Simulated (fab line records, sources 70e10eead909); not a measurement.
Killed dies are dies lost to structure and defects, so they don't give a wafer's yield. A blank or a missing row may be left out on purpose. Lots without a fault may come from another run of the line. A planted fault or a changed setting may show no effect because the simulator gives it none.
Which tool did it? | flow nand_harc | 13 lots, 39 wafers sampled, at 5 steps of a route of 1302

WHAT THE GAUGES READ, wafer by wafer
NHARC_A_M1_THK_MEAS_24: measures by xrf.
lot  | measured     | on            | thk_nm (nm)
L396 | day 22 18:55 | film_metro-02 | 157.7 154.8 153.6
L398 | day 23 05:44 | film_metro-02 | 155.7 156.4 154.4
L397 | day 23 08:08 | film_metro-01 | 154.1 155.2 155.0
L401 | day 24 10:34 | film_metro-02 | 153.1 154.4 155.3
L402 | day 25 22:13 | film_metro-02 | 152.7 155.0 154.3
L405 | day 26 04:42 | film_metro-02 | 151.8 152.1 156.1
L403 | day 26 10:02 | film_metro-02 | 152.6 154.0 153.4
L407 | day 26 14:49 | film_metro-01 | 151.6 154.3 153.7
L404 | day 26 18:04 | film_metro-01 | 154.8 154.2 153.6
L406 | day 26 18:22 | film_metro-01 | 154.1 152.9 152.9
L416 | day 31 04:04 | film_metro-02 | 154.7 154.5 155.6
L417 | day 31 12:46 | film_metro-02 | 153.7 156.2 154.8
L418 | day 33 21:47 | film_metro-01 | 154.1 153.7 152.7

NHARC_A_BONDPAD_CD_MEAS_13.
lot  | measured     | on        | cd_nm (nm)
L396 | day 22 21:32 | cd_sem-01 | 502.4 499.6 498.2
L398 | day 23 08:21 | cd_sem-01 | 497.7 497.6 500.6
L397 | day 23 10:41 | cd_sem-02 | 499.5 498.8 501.3
L401 | day 24 13:03 | cd_sem-01 | 498.4 497.2 497.8
L402 | day 26 00:54 | cd_sem-03 | 499.4 499.7 499.7
L405 | day 26 07:13 | cd_sem-02 | 498.1 498.7 496.3
L403 | day 26 12:31 | cd_sem-01 | 498.2 497.1 498.1
L407 | day 26 17:18 | cd_sem-03 | 499.3 500.0 500.2
L404 | day 26 20:36 | cd_sem-01 | 499.2 499.9 498.3
L406 | day 26 20:59 | cd_sem-01 | 497.0 496.7 498.3
L416 | day 31 06:41 | cd_sem-03 | 498.9 500.5 499.6
L417 | day 31 15:32 | cd_sem-01 | 498.6 499.9 498.9
L418 | day 34 00:24 | cd_sem-03 | 499.5 497.9 498.4

NHARC_END_SORT_01.
lot  | measured     | on        | defect_limited_yield (%) | killed_at_array | killed_at_other | killed_at_periphery | killed_dies | killed_open | killed_short
L402 | day 27 07:34 | prober-02 | 94.7 91.9 92.9           | 35 52 48        | 0 0 0           | 1 3 0               | 36 55 48    | 1 1 4       | 0 0 1
L407 | day 27 23:59 | prober-01 | 0 92.5 93.1              | 667 46 40       | 0 0 1           | 10 5 6              | 677 51 47   | 3 5 2       | 2 2 1
L404 | day 28 04:44 | prober-02 | 0 86.4 87.7              | 670 86 77       | 4 4 2           | 3 2 4               | 677 92 83   | 3 4 3       | 3 4 5
L406 | day 28 07:02 | prober-01 | 94.2 0 93.4              | 34 668 38       | 1 1 0           | 4 8 7               | 39 677 45   | 2 2 2       | 2 2 2

WHICH TOOL RAN EACH LOT (tool, then ch and the chambers of the sampled wafers, then the start)
lot  | NHARC_A_M1_STRIP_18                | NHARC_A_BONDPAD_ECD_18
L396 | rie_diel-03 ch 1,2, day 22 16:50   | ecd_cu-02 ch 0,1, day 22 22:43
L398 | rie_diel-08 ch 0,1,2, day 23 03:40 | ecd_cu-01 ch 1, day 23 09:20
L397 | rie_diel-10 ch 0,1,2, day 23 06:08 | ecd_cu-01 ch 0,1, day 23 11:43
L401 | rie_diel-08 ch 0,2, day 24 08:31   | ecd_cu-01 ch 1, day 24 14:02
L402 | rie_diel-08 ch 0,1,2, day 25 20:12 | ecd_cu-01 ch 0,1, day 26 01:53
L405 | rie_diel-03 ch 1,3, day 26 02:40   | ecd_cu-02 ch 0,1, day 26 08:11
L403 | rie_diel-10 ch 0,2, day 26 07:58   | ecd_cu-02 ch 0,1, day 26 13:31
L407 | rie_diel-03 ch 0,1,2, day 26 12:47 | ecd_cu-02 ch 0,1, day 26 18:17
L404 | rie_diel-03 ch 1,2, day 26 16:01   | ecd_cu-02 ch 0,1, day 26 21:38
L406 | rie_diel-10 ch 0,2,3, day 26 16:19 | ecd_cu-02 ch 0,1, day 26 21:58
L416 | rie_diel-03 ch 0,2,3, day 31 02:02 | ecd_cu-02 ch 0,1, day 31 07:58
L417 | rie_diel-03 ch 0,2, day 31 10:43   | ecd_cu-02 ch 0,1, day 31 16:31
L418 | rie_diel-10 ch 0,3, day 33 19:40   | ecd_cu-01 ch 0,1, day 34 01:26
- NHARC_A_M1_STRIP_18: strips in N2/H2.
- NHARC_A_BONDPAD_ECD_18: material Cu, target thk 400 nm.

WHAT THE TOOLS THEMSELVES READ (means of the sampled wafers that have a number; where no wafer has one, the mark that the record gives instead)
NHARC_A_M1_STRIP_18.
lot  | tool        | drypump_motor_current_A (A) | oes_product_au (a.u.) | rf_vpp_V (V) | showerhead_plenum_p_Torr (Torr) | throttle_valve_pct (%)
L396 | rie_diel-03 | 5.70                        | 1.002                 | 90.3         | 2.09                            | 14.169
L398 | rie_diel-08 | 5.61                        | 1.005                 | 91.0         | 2.04                            | 14.178
L397 | rie_diel-10 | 5.85                        | 1.006                 | 90.8         | 2.06                            | 14.171
L401 | rie_diel-08 | 5.80                        | 1.014                 | 90.7         | 1.97                            | 14.166
L402 | rie_diel-08 | 5.61                        | 1.005                 | 90.8         | 2.04                            | 14.170
L405 | rie_diel-03 | 5.73                        | 1.011                 | 90.2         | 2.00                            | 14.168
L403 | rie_diel-10 | 6.03                        | 1.004                 | 90.3         | 2.01                            | 14.170
L407 | rie_diel-03 | 5.69                        | 1.001                 | 90.5         | 2.13                            | 14.174
L404 | rie_diel-03 | 5.71                        | 0.999                 | 90.9         | 2.09                            | 14.167
L406 | rie_diel-10 | 5.72                        | 1.009                 | 91.4         | 2.05                            | 14.169
L416 | rie_diel-03 | 5.67                        | 1.010                 | 90.7         | 2.10                            | 14.182
L417 | rie_diel-03 | 5.70                        | 1.003                 | 90.8         | 2.18                            | 14.170
L418 | rie_diel-10 | 5.92                        | 1.002                 | 90.0         | 1.96                            | 14.164

THE ANSWER, worked out from the rows above alone
Rule: what is usual is taken from the lots themselves. Put in order of their means at a reading, lots are off if they are a third of the lots or fewer, leave a main group of 4 or more, and stand apart from it by a gap of 3 or more times the standard deviation of the main group's means; of several such gaps the widest counts. A main group whose means are all the same, to the digits that the tables above print for the reading, isn't used. A lot without any number at a reading at which 4 lots or more have one is off too. The other lots that the step has rows for count as sound. The gauges are gone through in route order, then the tools' own readings, and for those a lot's mean is taken as printed above. The first step at which some lot is off is used, and at that step the reading that is off furthest; a lot without a number counts as furthest.
No lot is off at any reading shown: from this, nothing can be told.

WHAT THE SIMULATOR HAD PUT IN
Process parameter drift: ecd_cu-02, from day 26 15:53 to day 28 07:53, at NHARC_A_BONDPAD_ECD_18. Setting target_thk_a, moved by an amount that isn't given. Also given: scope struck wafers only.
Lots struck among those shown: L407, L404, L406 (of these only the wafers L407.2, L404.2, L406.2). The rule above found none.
